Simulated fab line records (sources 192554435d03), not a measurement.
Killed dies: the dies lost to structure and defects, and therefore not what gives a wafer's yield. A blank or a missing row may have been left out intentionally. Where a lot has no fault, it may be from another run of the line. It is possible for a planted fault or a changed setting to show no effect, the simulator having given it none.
Matching of chambers || flow n5 finfet || 4 sister chambers for N5_MOL_CONTACT_COAG_ETCH_106 on rie diel-05
The step etches SOC in N2/H2, target depth 80 nm, overetch 16 nm, time 120 s. 4 wafers are shown with their chamber, then 8 later ones without.

== WAFERS WITH THEIR CHAMBER ==
{"wafer": "L084.5", "chamber": 1, "throttle valve pct (%)": 18.31}
{"wafer": "L087.1", "chamber": 2, "throttle valve pct (%)": 17.39}
{"wafer": "L087.6", "chamber": 0, "throttle valve pct (%)": 18.06}
{"wafer": "L092.2", "chamber": 3, "throttle valve pct (%)": 17.70}

== WAFERS WHOSE CHAMBER IS MISSING ==
{"wafer": "L092.5", "throttle valve pct (%)": 17.93}
{"wafer": "L092.6", "throttle valve pct (%)": 17.41}
{"wafer": "L094.1", "throttle valve pct (%)": 17.70}
{"wafer": "L094.4", "throttle valve pct (%)": 17.42}
{"wafer": "L094.6", "throttle valve pct (%)": 17.94}
{"wafer": "L095.1", "throttle valve pct (%)": 17.73}
{"wafer": "L095.3", "throttle valve pct (%)": 17.44}
{"wafer": "L095.4", "throttle valve pct (%)": 17.94}

== WHICH CHAMBER EACH WENT THROUGH ==
{"wafer": "L092.5", "from the rows above": "can't be placed: 0 or 3", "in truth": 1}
{"wafer": "L092.6", "from the rows above": 2, "in truth": 2}
{"wafer": "L094.1", "from the rows above": 3, "in truth": 3}
{"wafer": "L094.4", "from the rows above": 2, "in truth": 2}
{"wafer": "L094.6", "from the rows above": "can't be placed: 0 or 3", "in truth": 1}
{"wafer": "L095.1", "from the rows above": 3, "in truth": 3}
{"wafer": "L095.3", "from the rows above": 2, "in truth": 2}
{"wafer": "L095.4", "from the rows above": "can't be placed: 0 or 3", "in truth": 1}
5 of 8 placed correctly. Cannot be placed on the basis of these rows: 3; the candidates contain the true chamber in 0. Placed wrongly: 0.
How it was worked out, from the rows above alone: a wafer's distance from a chamber is the root of the sum, over the readings, of the square of ((its reading less the chamber's mean) divided by the reading's scatter). The wafer belongs to the nearest chamber; if the next one is less than 2 further off, it can't be placed. For every chamber, the mean is computed from those of its wafers that are shown. The scatter: with one shown wafer a chamber, the root of the mean of the squares of how far each hidden wafer lies from its nearest shown one.
